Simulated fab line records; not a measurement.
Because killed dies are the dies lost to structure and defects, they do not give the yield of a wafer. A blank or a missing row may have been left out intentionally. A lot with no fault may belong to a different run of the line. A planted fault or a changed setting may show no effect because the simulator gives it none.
Split-lot study	flow n5Finfet	7 lots, 21 wafers read, on a route of 1938 steps

== SPLIT DETAILS ==
At N5_BEOL_M0_ETCH_138 (etches SiCN in CH3F/O2, target depth 12 nm, time 31.6 s), the setting biasW was moved away from the recipe's 75 W on 9 of the 21 wafers read, by -14.0% to +17.8%. The other wafers ran this setting at the recipe's value.

The split's own step is where the reading is taken.

== THE READING ==
rfVppV, in V, at N5_BEOL_M0_ETCH_138 (etches SiCN in CH3F/O2, target depth 12 nm, time 31.6 s). A value of 297.5 V with a standard deviation of 1.6 V is what fault-free wafers of this fab line usually give.

wafer	tool, chamber at the split	biasW as run, W	against the recipe	rfVppV, V	against lot-mates on the recipe
L074.2	rieDiel-03, 1	79.36	+5.8%	305.9	+8.3
L074.3	rieDiel-03, 2	75	recipe	297.6	-
L074.5	rieDiel-03, 1	79.36	+5.8%	305.9	+8.3
L081.1	rieDiel-03, 1	75	recipe	295.9	-
L081.2	rieDiel-03, 0	75	recipe	297.6	-
L081.4	rieDiel-03, 3	75	recipe	296.4	-
L086.3	rieDiel-04, 0	84.09	+12.1%	319.1	+22.8
L086.5	rieDiel-04, 1	75	recipe	295.2	-
L086.6	rieDiel-04, 2	75	recipe	297.4	-
L087.3	rieDiel-01, 1	75	recipe	299.4	-
L087.4	rieDiel-01, 0	75	recipe	295.9	-
L087.5	rieDiel-01, 1	75	recipe	300.5	-
L089.3	rieDiel-01, 0	66.25	-11.7%	274.4	-21.2
L089.4	rieDiel-01, 2	66.25	-11.7%	273.7	-21.9
L089.6	rieDiel-01, 0	75	recipe	295.6	-
L090.2	rieDiel-04, 3	75	recipe	300.0	-
L090.3	rieDiel-04, 0	88.34	+17.8%	328.8	+28.8
L090.6	rieDiel-04, 0	88.34	+17.8%	329.2	+29.2
L093.3	rieDiel-03, 2	64.52	-14.0%	272.3	-25.2
L093.4	rieDiel-03, 3	64.52	-14.0%	268.7	-28.8
L093.6	rieDiel-03, 0	75	recipe	297.5	-

THE FIT
A straight line over all 21 wafers: rfVppV changes by +1.85 V for each +1% of biasW; r = +0.99; the points scatter about the line by 1.7 V.
The same after taking each lot's own level away (the mean of its wafers on the recipe; 21 wafers): +1.77 V for each +1%; r = +1.00; scatter 1.6 V.
According to that fit, moving biasW by its largest amount changes the reading by 31 V.
Measured against the standard deviation above, the lots' own levels, which go from 295.60 to 300.00 V, span 2.7 times it.
The two slopes are in agreement: the lot-to-lot level therefore moves the slope only a little.
Check: for one of the wafers moved furthest among these (+17.8%), held out of the fit, the line's prediction against its lot-mates is +31.4 V. Against them it came out at +28.8 V.
Tool readings at the split's step, against how far the setting was moved: rfVppV r = +0.99.

== ADDITIONAL SPLITS CARRIED BY THESE WAFERS ==
Other splits were also applied to these wafers ahead of the reading. Each is held against what the fit with the lots' levels taken away leaves over:
other split on the same wafers	wafers away from the commonest value	r with rfVppV (lot level and that fit taken away)
N5_BEOL_M0_SAQP_PECVD_04 timeS	6	+0.38
N5_BEOL_M0_SAQP_SPACER1_ALD_98 aldCycles	6	+0.09
N5_BEOL_M0_SAQP_COAT_105 spinRpm	3	+0.26
N5_BEOL_M0_CUTY_EXPOSE_54 doseMj	6	-0.08

== THE FILE'S OWN FIT ==
rfVppV changes by +1.77 V for each +1% of biasW, r = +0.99.
